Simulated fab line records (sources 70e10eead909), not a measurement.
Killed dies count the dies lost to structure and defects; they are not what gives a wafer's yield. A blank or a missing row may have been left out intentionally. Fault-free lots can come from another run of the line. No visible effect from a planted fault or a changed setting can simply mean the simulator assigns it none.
fab line records + flow nand_harc
record
- lots=5
- wafers=15
- last_day=32
route steps=1302 shown P_M0@264 END@1302
lots that met no fault: taken from a fault-free run of the same line
start_h: the number of hours between the record's first day and the start of the first shown wafer of the lot + wait_h: how many hours have passed since the lot's step before this one + " the same as in the row above + L1.1+2: a row that stands for several wafers + - either no value or no given start + * or withheld: withheld + < > ~ a bound
route shown NAME@n: names a module that has steps shown in the file, with the first one's number in the route + usual: the fault-free wafers' mean and standard deviation + same: alike in all rows + chamber/n: place in a boat + sites: readings site by site + _std_site: standard deviation across them + _edge_site: mean of outer sites minus mean of inner sites + radius_mm: for every site, how far away it sits from the centre of the wafer + mask NAME#n: copy n + behind: tool/chamber where the wafer was last shaped + hold: why the lot was held/for how many hours/how that ended + device: transistor that didn't switch, given as n, p or np + end of line: the route-end tests of the same wafers + a step given without rows: its recipe and nothing more + killed: dies lost to structure and defects at the first sort, not the wafer's yield + map: shows each die of a wafer: x if killed, . if not, _ if none is there
set.NAME: the setting as run; set.NAME@STEP: as run at that earlier step + model.NAME: the simulator's own value behind a step, which no gauge read
lots at selected steps of the route; one table per step, one row per wafer
services: when a tool's chamber went out of use (start_h, in hours from the record's first day, below 0 if earlier), for how many hours, and the reason
## steps
# step NHARC_P_M0_OVL_MEAS_10
# recipe
- pitch_nm=180
# usual
- overlay_x_nm=-0.1/0.7
- overlay_y_nm=0.1/0.8
| lot.wafer | tool       | chamber | start_h | wait_h | overlay_x_nm | overlay_y_nm |
|-----------|------------|---------|---------|--------|--------------|--------------|
| L512.3    | overlay-02 | -       | 125.48  | -      | -0.6         | 0.1          |
| L512.4    | "          | -       | "       | "      | -0.7         | 0.0          |
| L512.5    | "          | -       | "       | "      | -0.4         | -0.1         |
| L511.3    | overlay-01 | -       | 126.21  | -      | -0.8         | -1.1         |
| L511.4    | "          | -       | "       | "      | -0.7         | -1.0         |
| L511.6    | "          | -       | "       | "      | -0.7         | -1.4         |
| L525.1    | overlay-02 | -       | 264.70  | -      | -0.2         | 1.3          |
| L525.2    | "          | -       | "       | "      | 0.1          | 0.7          |
| L525.4    | "          | -       | "       | "      | 0.2          | 1.4          |
| L527.3    | overlay-01 | -       | 280.39  | -      | 0.6          | 1.8          |
| L527.5    | "          | -       | "       | "      | 0.2          | 1.1          |
| L527.6    | "          | -       | "       | "      | 0.6          | 2.1          |
| L531.1    | overlay-01 | -       | 323.30  | -      | -0.4         | 0.2          |
| L531.2    | "          | -       | "       | "      | -0.8         | 0.1          |
| L531.5    | "          | -       | "       | "      | -0.7         | 0.5          |
# step NHARC_P_M0_INSPECT_11
# usual
- raw_defect_count=4.5/2.4
| lot.wafer | tool              | chamber | start_h | wait_h | raw_defect_count |
|-----------|-------------------|---------|---------|--------|------------------|
| L512.3    | defect_inspect-02 | -       | 125.52  | 0.0    | 7                |
| L512.4    | "                 | -       | "       | "      | 2                |
| L512.5    | "                 | -       | "       | "      | 7                |
| L511.3    | defect_inspect-02 | -       | 126.24  | 0.0    | 2                |
| L511.4    | "                 | -       | "       | "      | 3                |
| L511.6    | "                 | -       | "       | "      | 1                |
| L525.1    | defect_inspect-02 | -       | 264.74  | 0.0    | 4                |
| L525.2    | "                 | -       | "       | "      | 1                |
| L525.4    | "                 | -       | "       | "      | 3                |
| L527.3    | defect_inspect-02 | -       | 280.42  | 0.0    | 6                |
| L527.5    | "                 | -       | "       | "      | 2                |
| L527.6    | "                 | -       | "       | "      | 4                |
| L531.1    | defect_inspect-01 | -       | 323.33  | 0.0    | 4                |
| L531.2    | "                 | -       | "       | "      | 4                |
| L531.5    | "                 | -       | "       | "      | 5                |
# step NHARC_P_M0_DESCUM_14
# recipe
- time_s=3
- o2_flow_sccm=200
- ar_flow_sccm=0
- bias_power_w=0
- chemistry=O2
# usual
- drypump_motor_current_A=5.8/0.37
- oes_product_au=1.000/0.012
- rf_vpp_V=57.8/0.84
- showerhead_plenum_p_Torr=1.93/0.055
- throttle_valve_pct=11.310/0.0086
| lot.wafer | tool        | chamber | start_h | wait_h | drypump_motor_current_A | oes_product_au | rf_hours_counter_h | rf_vpp_V | showerhead_plenum_p_Torr | throttle_valve_pct |
|-----------|-------------|---------|---------|--------|-------------------------|----------------|--------------------|----------|--------------------------|--------------------|
| L512.4    | rie_diel-10 | 2       | 125.59  | 0.1    | 5.8                     | 0.987          | 18                 | 56.6     | 1.91                     | 11.298             |
| L512.3    | "           | 0       | "       | "      | 5.7                     | 0.994          | 24                 | 57.2     | 1.90                     | 11.311             |
| L512.5    | "           | 1       | "       | "      | 5.0                     | 1.002          | -                  | 57.0     | 1.98                     | 11.301             |
| L511.3    | rie_diel-10 | 1       | 126.33  | 0.1    | 5.0                     | 0.990          | 20                 | 57.1     | 1.98                     | 11.314             |
| L511.6    | "           | 0       | "       | "      | 5.7                     | 0.985          | -                  | 57.6     | 1.90                     | 11.322             |
| L511.4    | "           | 1       | "       | "      | 5.0                     | 0.991          | -                  | 57.0     | 1.98                     | 11.329             |
| L525.1    | rie_diel-11 | 3       | 264.81  | 0.1    | 6.2                     | 1.015          | 0                  | 57.8     | 2.02                     | 11.312             |
| L525.2    | "           | 0       | "       | "      | 5.7                     | 1.001          | 0                  | 58.2     | 1.89                     | 11.302             |
| L525.4    | "           | 3       | "       | "      | 6.2                     | 1.020          | -                  | 58.6     | 2.02                     | 11.323             |
| L527.3    | rie_diel-10 | 1       | 280.50  | 0.1    | 5.0                     | 0.995          | 14                 | 58.5     | 1.96                     | 11.312             |
| L527.6    | "           | 1       | "       | "      | 5.0                     | 0.987          | -                  | 57.9     | 1.96                     | 11.303             |
| L527.5    | "           | 2       | "       | "      | 5.8                     | 1.004          | -                  | 55.4     | 1.89                     | 11.317             |
| L531.1    | rie_diel-11 | 2       | 323.39  | 0.1    | 5.4                     | 1.008          | 9                  | 57.4     | 1.96                     | 11.311             |
| L531.2    | "           | 0       | "       | "      | 5.8                     | 1.001          | 10                 | 58.6     | 1.88                     | 11.317             |
| L531.5    | "           | 2       | "       | "      | 5.4                     | 0.974          | -                  | 58.6     | 1.96                     | 11.329             |
# step NHARC_P_M0_ETCH_34
# recipe
- target_depth_a=400
- overetch_a=120
- time_s=43.94
- ion_energy_ev=200
- n2_flow_sccm=150
- h2_flow_sccm=150
- ar_flow_sccm=0
- rf_w=400
- bias_w=150
- chemistry=N2/H2
# usual
- drypump_motor_current_A=5.8/0.36
- oes_product_au=1.002/0.012
- rf_fwd_power_W=393.7/2.2
- rf_vpp_V=430.9/1.9
- showerhead_plenum_p_Torr=2.06/0.062
- throttle_valve_pct=14.171/0.009
| lot.wafer | tool        | chamber | start_h | wait_h | drypump_motor_current_A | oes_product_au | rf_fwd_power_W | rf_hours_counter_h | rf_vpp_V | showerhead_plenum_p_Torr | throttle_valve_pct |
|-----------|-------------|---------|---------|--------|-------------------------|----------------|----------------|--------------------|----------|--------------------------|--------------------|
| L512.4    | rie_diel-10 | 1       | 125.67  | 0.1    | 5.0                     | 0.990          | 389.3          | 20                 | 431.6    | 2.11                     | 14.155             |
| L512.3    | "           | 3       | "       | "      | 6.2                     | 1.003          | 394.9          | 22                 | 430.9    | 2.03                     | 14.172             |
| L512.5    | "           | 1       | "       | "      | 5.0                     | 0.992          | 388.2          | -                  | 434.2    | 2.11                     | 14.180             |
| L511.3    | rie_diel-10 | 1       | 126.41  | 0.1    | 5.0                     | 0.988          | 390.2          | 20                 | 432.0    | 2.11                     | 14.188             |
| L511.4    | "           | 1       | "       | "      | 5.0                     | 0.998          | 390.3          | -                  | 432.7    | 2.11                     | 14.160             |
| L511.6    | "           | 2       | "       | "      | 5.7                     | 0.978          | 396.6          | -                  | 430.4    | 2.03                     | 14.171             |
| L525.1    | rie_diel-11 | 3       | 264.90  | 0.1    | 6.2                     | 1.018          | 394.6          | 0                  | 433.6    | 2.16                     | 14.173             |
| L525.2    | "           | 2       | "       | "      | 5.4                     | 0.985          | 389.5          | 0                  | 431.8    | 2.10                     | 14.176             |
| L525.4    | "           | 0       | "       | "      | 5.8                     | 0.996          | 392.3          | -                  | 428.5    | 2.01                     | 14.189             |
| L527.3    | rie_diel-10 | 2       | 280.59  | 0.1    | 5.7                     | 0.997          | 396.0          | 11                 | 428.5    | 2.01                     | 14.156             |
| L527.5    | "           | 0       | "       | "      | 5.7                     | 1.004          | 394.7          | -                  | 429.8    | 2.00                     | 14.174             |
| L527.6    | "           | 1       | "       | "      | 5.0                     | 0.994          | 390.6          | -                  | 432.1    | 2.09                     | 14.168             |
| L531.1    | rie_diel-11 | 1       | 323.48  | 0.1    | 6.0                     | 1.001          | 393.8          | 8                  | 432.2    | 2.08                     | 14.176             |
| L531.2    | "           | 0       | "       | "      | 5.8                     | 0.996          | 393.1          | 10                 | 430.3    | 2.01                     | 14.175             |
| L531.5    | "           | 1       | "       | "      | 6.0                     | 1.005          | 395.2          | -                  | 431.8    | 2.08                     | 14.173             |
# step NHARC_P_M0_ETCH_15
# recipe
- target_depth_a=1500
- overetch_a=150
- time_s=82.5
- c4f8_flow_sccm=withheld
- ar_flow_sccm=400
- rf_w=600
- bias_w=300
- chemistry=C4F8/Ar
# step NHARC_P_M0_CD_MEAS_16
# usual
- cd_nm=89.3/1.1
| lot.wafer | tool      | chamber | start_h | wait_h | cd_nm |
|-----------|-----------|---------|---------|--------|-------|
| L512.3    | cd_sem-01 | -       | 125.88  | -      | 88.8  |
| L512.4    | "         | -       | "       | "      | 91.2  |
| L512.5    | "         | -       | "       | "      | 90.0  |
| L511.3    | cd_sem-02 | -       | 126.65  | -      | 89.5  |
| L511.4    | "         | -       | "       | "      | 89.1  |
| L511.6    | "         | -       | "       | "      | 89.6  |
| L525.1    | cd_sem-03 | -       | 265.14  | -      | 89.0  |
| L525.2    | "         | -       | "       | "      | 91.0  |
| L525.4    | "         | -       | "       | "      | 90.1  |
| L527.3    | cd_sem-01 | -       | 280.83  | -      | 89.5  |
| L527.5    | "         | -       | "       | "      | 89.2  |
| L527.6    | "         | -       | "       | "      | 88.2  |
| L531.1    | cd_sem-03 | -       | 323.69  | -      | 88.1  |
| L531.2    | "         | -       | "       | "      | 89.1  |
| L531.5    | "         | -       | "       | "      | 88.9  |
# step NHARC_P_M0_STRIP_18
# recipe
- power_w=1000
- n2_flow_sccm=150
- h2_flow_sccm=150
- ar_flow_sccm=0
- bias_w=0
- chemistry=N2/H2
# usual
- drypump_motor_current_A=5.8/0.37
- oes_product_au=1.005/0.012
- rf_fwd_power_W=996.5/2.8
- rf_vpp_V=90.8/0.91
- showerhead_plenum_p_Torr=2.07/0.06
- throttle_valve_pct=14.172/0.009
| lot.wafer | tool        | chamber | start_h | wait_h | drypump_motor_current_A | oes_product_au | rf_fwd_power_W | rf_hours_counter_h | rf_vpp_V | showerhead_plenum_p_Torr | throttle_valve_pct |
|-----------|-------------|---------|---------|--------|-------------------------|----------------|----------------|--------------------|----------|--------------------------|--------------------|
| L512.4    | rie_diel-11 | 2       | 125.98  | 0.1    | 5.4                     | 1.010          | 994.6          | 5                  | 91.1     | 2.11                     | 14.160             |
| L512.3    | "           | 0       | "       | "      | 5.8                     | 1.010          | 997.8          | 6                  | 90.5     | 2.02                     | 14.174             |
| L512.5    | "           | 2       | "       | "      | 5.4                     | 1.001          | 1002.6         | -                  | 91.4     | 2.11                     | 14.161             |
| L511.4    | rie_diel-11 | 0       | 126.72  | 0.1    | 5.8                     | 0.990          | 1000.2         | 6                  | 90.2     | 2.02                     | 14.186             |
| L511.3    | "           | 3       | "       | "      | 6.2                     | 1.000          | 998.1          | 6                  | 90.6     | 2.17                     | 14.170             |
| L511.6    | "           | 0       | "       | "      | 5.8                     | 1.008          | 1003.6         | -                  | 89.7     | 2.02                     | 14.162             |
| L525.2    | rie_diel-10 | 0       | 265.22  | 0.1    | 5.7                     | 1.006          | 997.5          | 4                  | 89.7     | 2.01                     | 14.167             |
| L525.4    | "           | 1       | "       | "      | 5.0                     | 0.988          | 996.9          | 5                  | 91.1     | 2.09                     | 14.176             |
| L525.1    | "           | 3       | "       | "      | 6.2                     | 1.017          | 996.4          | 3                  | 90.6     | 2.02                     | 14.181             |
| L527.3    | rie_diel-10 | 2       | 280.97  | 0.1    | 5.7                     | 1.017          | 994.3          | 11                 | 90.2     | 2.01                     | 14.176             |
| L527.6    | "           | 0       | "       | "      | 5.7                     | 1.008          | 993.6          | -                  | 91.4     | 2.00                     | 14.177             |
| L527.5    | "           | 1       | "       | "      | 5.0                     | 0.994          | 996.0          | -                  | 91.0     | 2.09                     | 14.166             |
| L531.1    | rie_diel-10 | 3       | 323.80  | 0.1    | 6.2                     | 1.011          | 996.3          | 20                 | 90.5     | 2.01                     | 14.182             |
| L531.2    | "           | 0       | "       | "      | 5.7                     | 0.996          | 995.8          | 26                 | 90.5     | 2.00                     | 14.157             |
| L531.5    | "           | 3       | "       | "      | 6.2                     | 1.007          | 997.6          | -                  | 89.8     | 2.01                     | 14.179             |
# step NHARC_P_M0_STRIP_19
# recipe
- time_s=600
- temp_c=30
- chemistry=post_etch_residue_remover
# step NHARC_P_M0_DEGAS_28
# recipe
- temp_c=250
- time_s=60
# step NHARC_P_M0_PRE_CLEAN_29
# recipe
- time_s=30
- temp_c=280
- gas=H2/He
# usual
- heater_power_w=414/33
| lot.wafer | tool           | chamber | start_h | wait_h | heater_power_w |
|-----------|----------------|---------|---------|--------|----------------|
| L512.4    | pvd_sputter-01 | -       | -       | -      | 462            |
| L512.3    | "              | -       | "       | "      | 420            |
| L512.5    | "              | -       | "       | "      | 426            |
| L511.4    | pvd_sputter-02 | -       | -       | -      | 394            |
| L511.3    | "              | -       | "       | "      | 383            |
| L511.6    | "              | -       | "       | "      | 390            |
| L525.2    | pvd_sputter-02 | -       | -       | -      | 396            |
| L525.1    | "              | -       | "       | "      | 375            |
| L525.4    | "              | -       | "       | "      | 421            |
| L527.3    | pvd_sputter-03 | -       | -       | -      | 356            |
| L527.6    | "              | -       | "       | "      | 447            |
| L527.5    | "              | -       | "       | "      | 365            |
| L531.2    | pvd_sputter-02 | -       | -       | -      | 413            |
| L531.1    | "              | -       | "       | "      | 369            |
| L531.5    | "              | -       | "       | "      | 413            |
# step NHARC_P_M0_PVD_20
# recipe
- target_thk_a=50
- bias_v=168.6
- power_w=15000
- chamber_pressure_pa=0.12
- time_s=8.06
- substrate_temp_c=50
- material=TaN
# usual
- throttle_valve_pct=30.5/0.88
| lot.wafer | tool           | chamber | start_h | wait_h | throttle_valve_pct |
|-----------|----------------|---------|---------|--------|--------------------|
| L512.3    | pvd_sputter-01 | -       | -       | -      | 30.3               |
| L512.4    | "              | -       | "       | "      | 30.7               |
| L512.5    | "              | -       | "       | "      | 30.2               |
| L511.3    | pvd_sputter-02 | -       | -       | -      | 30.9               |
| L511.4    | "              | -       | "       | "      | 29.8               |
| L511.6    | "              | -       | "       | "      | 30.7               |
| L525.4    | pvd_sputter-02 | -       | -       | -      | 30.4               |
| L525.2    | "              | -       | "       | "      | 30.9               |
| L525.1    | "              | -       | "       | "      | 29.9               |
| L527.3    | pvd_sputter-03 | -       | -       | -      | 31.3               |
| L527.5    | "              | -       | "       | "      | 29.3               |
| L527.6    | "              | -       | "       | "      | 31.0               |
| L531.1    | pvd_sputter-02 | -       | -       | -      | 31.5               |
| L531.2    | "              | -       | "       | "      | 32.0               |
| L531.5    | "              | -       | "       | "      | 31.2               |
# step NHARC_P_M0_PVD_21
# recipe
- target_thk_a=300
- chamber_pressure_pa=5
- power_w=5000
- substrate_temp_c=30
- time_s=20.49
- material=Cu
# step NHARC_P_M0_ECD_22
# recipe
- target_thk_a=4000
- bath_temp_c=25
- material=Cu
| lot.wafer  | tool      | chamber | start_h | wait_h |
|------------|-----------|---------|---------|--------|
| L512.4+3+5 | ecd_cu-02 | 1,0,1   | 126.96  | -      |
| L511.3+4+6 | ecd_cu-02 | 1,0,0   | 127.77  | -      |
| L525.2+1+4 | ecd_cu-02 | 1,0,0   | 266.12  | -      |
| L527.3+5+6 | ecd_cu-01 | 1,0,1   | 282.01  | -      |
| L531.2+1+5 | ecd_cu-02 | 1,0,1   | 324.72  | -      |
# step NHARC_P_M0_ANNEAL_30
# recipe
- temp_c=225
- time_s=90
# step NHARC_P_M0_CMP_23
# recipe
- t_overpolish_s=20
- target_thk_nm=117.54
# usual
- motor_current_A=11.7/1.4
- time_to_endpoint_s=28.8/2.6
| lot.wafer | tool   | chamber | start_h | wait_h | motor_current_A | time_to_endpoint_s |
|-----------|--------|---------|---------|--------|-----------------|--------------------|
| L512.4    | cmp-01 | 1       | 127.58  | -      | 9.8             | 28.0               |
| L512.3    | "      | 0       | "       | "      | 12.8            | 32.0               |
| L512.5    | "      | 1       | "       | "      | 9.7             | 27.4               |
| L511.3    | cmp-04 | 1       | 128.42  | -      | 11.5            | 32.2               |
| L511.4    | "      | 2       | "       | "      | 11.2            | 28.0               |
| L511.6    | "      | 0       | "       | "      | 8.3             | 27.3               |
| L525.2    | cmp-01 | 0       | 266.84  | -      | 11.6            | 50.5               |
| L525.1    | "      | 1       | "       | "      | 10.1            | 27.4               |
| L525.4    | "      | 2       | "       | "      | 12.5            | 30.8               |
| L527.3    | cmp-04 | 1       | 282.64  | -      | 12.3            | 28.0               |
| L527.5    | "      | 3       | "       | "      | 12.7            | 28.0               |
| L527.6    | "      | 0       | "       | "      | 8.5             | 21.6               |
| L531.2    | cmp-02 | 2       | 325.47  | -      | 11.8            | 30.6               |
| L531.1    | "      | 0       | "       | "      | 11.4            | 29.6               |
| L531.5    | "      | 3       | "       | "      | 13.6            | 31.8               |
# step NHARC_P_M0_THK_MEAS_24
# recipe
- thk_meas_gauge=xrf
# usual
- thk_nm=117.5/1.4
| lot.wafer | tool          | chamber | start_h | wait_h | thk_nm |
|-----------|---------------|---------|---------|--------|--------|
| L512.3    | film_metro-02 | -       | 127.90  | -      | 116.8  |
| L512.4    | "             | -       | "       | "      | 116.6  |
| L512.5    | "             | -       | "       | "      | 114.8  |
| L511.3    | film_metro-02 | -       | 128.70  | -      | 116.7  |
| L511.4    | "             | -       | "       | "      | 116.3  |
| L511.6    | "             | -       | "       | "      | 117.3  |
| L525.1    | film_metro-02 | -       | 267.16  | -      | 116.5  |
| L525.2    | "             | -       | "       | "      | 119.8  |
| L525.4    | "             | -       | "       | "      | 118.0  |
| L527.3    | film_metro-01 | -       | 282.89  | -      | 118.1  |
| L527.5    | "             | -       | "       | "      | 117.1  |
| L527.6    | "             | -       | "       | "      | 116.1  |
| L531.1    | film_metro-01 | -       | 325.79  | -      | 118.3  |
| L531.2    | "             | -       | "       | "      | 119.6  |
| L531.5    | "             | -       | "       | "      | 117.8  |
# step NHARC_END_SORT_01
# recipe
- temp_c=25
# usual
- defect_limited_yield=90/3.8
- killed_at_array=61/26
- killed_at_other=0.8/1.1
- killed_at_periphery=4.0/2.6
- killed_dies=66/26
- killed_open=3.1/1.7
- killed_short=2.5/1.5
# same
- gross_dies=677
| lot.wafer | tool      | chamber | start_h | wait_h | defect_limited_yield[%] | killed_at_array | killed_at_other | killed_at_periphery | killed_dies | killed_open | killed_short |
|-----------|-----------|---------|---------|--------|-------------------------|-----------------|-----------------|---------------------|-------------|-------------|--------------|
| L527.3    | prober-02 | 0       | 727.80  | 3.1    | 86                      | 85              | 3               | 4                   | 92          | 4           | 3            |
| L527.5    | prober-02 | 0       | 729.38  | 3.7    | 84                      | 106             | 0               | 2                   | 108         | 3           | 5            |
| L527.6    | prober-02 | 0       | 730.17  | 3.9    | 87                      | 84              | 2               | 2                   | 88          | 2           | 6            |
| L531.1    | prober-01 | 0       | 770.84  | 2.5    | 93                      | 44              | 2               | 3                   | 49          | 4           | 1            |
| L531.2    | prober-01 | 0       | 771.65  | 2.8    | 95                      | 32              | 0               | 5                   | 37          | 3           | 3            |
| L531.5    | prober-01 | 0       | 774.06  | 3.7    | 92                      | 45              | 4               | 3                   | 52          | 4           | 3            |
# killed by level:class
L527.3 A_CHANNEL_HOLE_D1:chamber_film_flake=32 A_SLIT:chamber_film_flake=22 A_CHANNEL_HOLE_D2:chamber_film_flake=19 A_CONTACT:chamber_film_flake=3 THIN_TSV:chamber_film_flake=3 A_SGD_CUT:geometric_particle:short=2 P_STI:chamber_film_flake=2 A_STAIRCASE:chamber_film_flake=2
L527.5 A_CHANNEL_HOLE_D1:chamber_film_flake=38 A_SLIT:chamber_film_flake=31 A_CHANNEL_HOLE_D2:chamber_film_flake=24 A_ZERO_WELL:chamber_film_flake=3 A_CONTACT:chamber_film_flake=2 P_CONTACT:geometric_particle:open=1 A_SOURCE_PLATE:geometric_particle:short=1 A_ONON_D1:geometric_particle:short=1
L527.6 A_SLIT:chamber_film_flake=30 A_CHANNEL_HOLE_D1:chamber_film_flake=23 A_CHANNEL_HOLE_D2:chamber_film_flake=20 P_CONTACT:geometric_particle:short=2 A_BLC:geometric_particle:open=2 A_STAIRCASE:chamber_film_flake=2 THIN_TSV:chamber_film_flake=2 A_CONTACT:chamber_film_flake=2
L531.1 A_CHANNEL_HOLE_D1:chamber_film_flake=25 A_SLIT:chamber_film_flake=5 A_STAIRCASE:chamber_film_flake=4 A_SGD_CUT:chamber_film_flake=4 P_ZERO_WELL:chamber_film_flake=2 THIN_TSV:chamber_film_flake=2 P_CONTACT:geometric_particle:open=1 A_CHANNEL_HOLE_D1:geometric_particle:open=1
L531.2 A_CHANNEL_HOLE_D1:chamber_film_flake=17 A_SLIT:chamber_film_flake=4 P_GATE:geometric_particle:short=2 A_M0:geometric_particle:open=2 P_ZERO_WELL:chamber_film_flake=2 A_STAIRCASE:chamber_film_flake=2 A_SOURCE_PLATE:geometric_particle:short=1 A_CHANNEL_FILL_D1:geometric_particle:open=1
L531.5 A_CHANNEL_HOLE_D1:chamber_film_flake=16 A_SLIT:chamber_film_flake=8 A_STAIRCASE:chamber_film_flake=6 A_CONTACT:chamber_film_flake=3 A_CHANNEL_FILL_D2:chamber_film_flake=3 A_SGD_CUT:chamber_film_flake=3 THIN_TSV:chamber_film_flake=3 P_CONTACT:geometric_particle:open=1
## services
| tool           | chamber | start_h | hours | kind   |
|----------------|---------|---------|-------|--------|
| pvd_sputter-02 | -       | 104.01  | 10.0  | pm     |
| rie_diel-11    | 2       | 108.13  | 8.7   | repair |
| cmp-04         | -       | 108.21  | 0.8   | repair |
| cmp-04         | -       | 111.19  | 4.0   | pm     |
| cmp-01         | -       | 111.41  | 1.1   | repair |
| rie_diel-10    | 3       | 125.96  | 7.4   | repair |
| cmp-04         | -       | 139.70  | 6.9   | repair |
| rie_diel-11    | 2       | 148.19  | 4.6   | repair |
| pvd_sputter-01 | -       | 158.12  | 1.4   | repair |
| pvd_sputter-02 | -       | 169.53  | 5.6   | repair |
| pvd_sputter-03 | -       | 170.00  | 10.0  | pm     |
| rie_diel-10    | 1       | 184.91  | 2.1   | repair |
| rie_diel-11    | 0       | 187.07  | 14.1  | repair |
| ecd_cu-02      | -       | 196.39  | 0.7   | repair |
| rie_diel-11    | 1       | 214.59  | 6.3   | repair |
| rie_diel-11    | 0       | 225.97  | 5.3   | repair |
| pvd_sputter-02 | -       | 238.18  | 2.4   | repair |
| rie_diel-10    | -       | 242.57  | 9.0   | pm     |
| ecd_cu-02      | -       | 244.00  | 8.0   | pm     |
| ecd_cu-02      | -       | 252.25  | 0.8   | repair |
| rie_diel-11    | -       | 255.66  | 9.0   | pm     |
| rie_diel-10    | 3       | 275.59  | 11.2  | repair |
| pvd_sputter-02 | -       | 282.01  | 10.0  | pm     |
| rie_diel-10    | 2       | 289.33  | 49.8  | repair |
## key
first_sign
- step=NHARC_P_M0_CMP_23
- reading=time_to_endpoint_s
- direction=up
- sigmas=8.3
- usual=*
- struck=*
effect none on later readings
met_at NHARC_P_M0_ECD_22
struck_wafers L525.2
onset_between 127.77 266.12
fault
- kind=process_parameter_drift
- tool=ecd_cu-02
- chamber=-
- onset_h=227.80
- steps=NHARC_P_M0_ECD_22
- channel=target_thk_a
- offset=*
- shape=step
- end_h=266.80
- scope=struck_wafers_only
- acts_in=*
- stated=*
